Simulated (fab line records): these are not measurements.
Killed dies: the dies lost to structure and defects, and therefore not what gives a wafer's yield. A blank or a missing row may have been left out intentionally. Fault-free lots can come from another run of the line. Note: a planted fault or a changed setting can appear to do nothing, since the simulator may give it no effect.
Split-lot study :: flow n5_finfet :: 21 wafers read across 7 lots, on a route 1938 steps long

== THE SPLIT ITSELF ==
At N5_BEOL_M5_DEP_56 (deposits SiCN from 3MS/NH3, target thk 8 nm, time 14 s), the setting time_s was moved away from the recipe's 14 s on 8 of the 21 wafers read, by +4.7% to +13.2%. All remaining wafers had this setting at the recipe value.

The reading comes from the split's own step.

== THE READING ==
SiCN_of_BEOL_M5_DEP_56.thk_nm (the simulator's own value, which no gauge read), in nm, at N5_BEOL_M5_DEP_56 (deposits SiCN from 3MS/NH3, target thk 8 nm, time 14 s). The file gives no usual value for it. Across the 13 wafers here that went through the recipe, the average is 8.0 nm and the standard deviation 0.12 nm.

wafer: L076.1
tool, chamber at the split: pecvd-01, 2,2,0
time_s as run, s: 14
against the recipe: recipe
SiCN_of_BEOL_M5_DEP_56.thk_nm, nm: 8.2
against lot-mates on the recipe: -

wafer: L076.4
tool, chamber at the split: pecvd-01, 2,2,0
time_s as run, s: 14
against the recipe: recipe
SiCN_of_BEOL_M5_DEP_56.thk_nm, nm: 8.2
against lot-mates on the recipe: -

wafer: L076.6
tool, chamber at the split: pecvd-01, 2,2,0
time_s as run, s: 14
against the recipe: recipe
SiCN_of_BEOL_M5_DEP_56.thk_nm, nm: 8.2
against lot-mates on the recipe: -

wafer: L077.4
tool, chamber at the split: pecvd-03, 1,0
time_s as run, s: 14
against the recipe: recipe
SiCN_of_BEOL_M5_DEP_56.thk_nm, nm: 8
against lot-mates on the recipe: -

wafer: L077.6
tool, chamber at the split: pecvd-03, 1,0
time_s as run, s: 14
against the recipe: recipe
SiCN_of_BEOL_M5_DEP_56.thk_nm, nm: 8
against lot-mates on the recipe: -

wafer: L077.5
tool, chamber at the split: pecvd-03, 2
time_s as run, s: 15.63
against the recipe: +11.6%
SiCN_of_BEOL_M5_DEP_56.thk_nm, nm: 8.8
against lot-mates on the recipe: +0.8

wafer: L078.1
tool, chamber at the split: pecvd-03, 2
time_s as run, s: 14
against the recipe: recipe
SiCN_of_BEOL_M5_DEP_56.thk_nm, nm: 8
against lot-mates on the recipe: -

wafer: L078.5
tool, chamber at the split: pecvd-03, 2
time_s as run, s: 14
against the recipe: recipe
SiCN_of_BEOL_M5_DEP_56.thk_nm, nm: 8
against lot-mates on the recipe: -

wafer: L078.3
tool, chamber at the split: pecvd-03, 0
time_s as run, s: 14
against the recipe: recipe
SiCN_of_BEOL_M5_DEP_56.thk_nm, nm: 7.8
against lot-mates on the recipe: -

wafer: L083.2
tool, chamber at the split: pecvd-03, 0
time_s as run, s: 14
against the recipe: recipe
SiCN_of_BEOL_M5_DEP_56.thk_nm, nm: 7.8
against lot-mates on the recipe: -

wafer: L083.4
tool, chamber at the split: pecvd-03, 1
time_s as run, s: 14
against the recipe: recipe
SiCN_of_BEOL_M5_DEP_56.thk_nm, nm: 8
against lot-mates on the recipe: -

wafer: L083.6
tool, chamber at the split: pecvd-03, 1
time_s as run, s: 14
against the recipe: recipe
SiCN_of_BEOL_M5_DEP_56.thk_nm, nm: 8
against lot-mates on the recipe: -

wafer: L089.2
tool, chamber at the split: pecvd-03, 2
time_s as run, s: 15.85
against the recipe: +13.2%
SiCN_of_BEOL_M5_DEP_56.thk_nm, nm: 8.8
against lot-mates on the recipe: +0.8

wafer: L089.4
tool, chamber at the split: pecvd-03, 0
time_s as run, s: 14
against the recipe: recipe
SiCN_of_BEOL_M5_DEP_56.thk_nm, nm: 8
against lot-mates on the recipe: -

wafer: L089.6
tool, chamber at the split: pecvd-03, 2
time_s as run, s: 15.85
against the recipe: +13.2%
SiCN_of_BEOL_M5_DEP_56.thk_nm, nm: 9
against lot-mates on the recipe: +1.0

wafer: L090.1
tool, chamber at the split: pecvd-04, 0,2,2
time_s as run, s: 15.64
against the recipe: +11.7%
SiCN_of_BEOL_M5_DEP_56.thk_nm, nm: 8.8
against lot-mates on the recipe: no lot-mate on the recipe

wafer: L090.3
tool, chamber at the split: pecvd-04, 0,2,2
time_s as run, s: 15.64
against the recipe: +11.7%
SiCN_of_BEOL_M5_DEP_56.thk_nm, nm: 8.8
against lot-mates on the recipe: no lot-mate on the recipe

wafer: L090.5
tool, chamber at the split: pecvd-04, 0,2,2
time_s as run, s: 15.64
against the recipe: +11.7%
SiCN_of_BEOL_M5_DEP_56.thk_nm, nm: 8.8
against lot-mates on the recipe: no lot-mate on the recipe

wafer: L096.2
tool, chamber at the split: pecvd-04, 1,2
time_s as run, s: 14.66
against the recipe: +4.7%
SiCN_of_BEOL_M5_DEP_56.thk_nm, nm: 8.4
against lot-mates on the recipe: +0.4

wafer: L096.6
tool, chamber at the split: pecvd-04, 1,2
time_s as run, s: 14.66
against the recipe: +4.7%
SiCN_of_BEOL_M5_DEP_56.thk_nm, nm: 8.4
against lot-mates on the recipe: +0.4

wafer: L096.5
tool, chamber at the split: pecvd-04, 0
time_s as run, s: 14
against the recipe: recipe
SiCN_of_BEOL_M5_DEP_56.thk_nm, nm: 8
against lot-mates on the recipe: -
Where a row lists several chambers, the file gives one row for several wafers and doesn't say which wafer went through which chamber.

THE FIT
A straight line over all 21 wafers: SiCN_of_BEOL_M5_DEP_56.thk_nm changes by +0.0672 nm for each +1% of time_s; r = +0.96; the points scatter about the line by 0.11 nm.
The same after taking each lot's own level away (the mean of its wafers on the recipe; 18 wafers): +0.0691 nm for each +1%; r = +0.98; scatter 0.072 nm.
On that fit, the largest move of time_s shifts the reading by 0.91 nm.
From 7.93 to 8.20 nm: that is the span of the lots' own levels, equal to 2.2 times the standard deviation above.
Hence the lot-to-lot level has little effect on the slope; both slopes agree.
Check: +0.979 nm against its lot-mates is what the line predicts for one of the wafers moved furthest among these (+13.2%) when that wafer is left out of the fit. Against them it came out at +0.8 nm.

== THE OTHER SPLITS THESE WAFERS WENT THROUGH ==
Other splits were also applied to these wafers ahead of the reading. Each is held against what the fit with the lots' levels taken away leaves over:
other split on the same wafers: N5_BEOL_M5_COAT_74 spin_rpm
wafers away from the commonest value: 10
r with SiCN_of_BEOL_M5_DEP_56.thk_nm (lot level and that fit taken away): +0.00

== THE FILE'S OWN FIT ==
SiCN_of_BEOL_M5_DEP_56.thk_nm changes by +0.0695 nm for each +1% of time_s, r = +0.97.
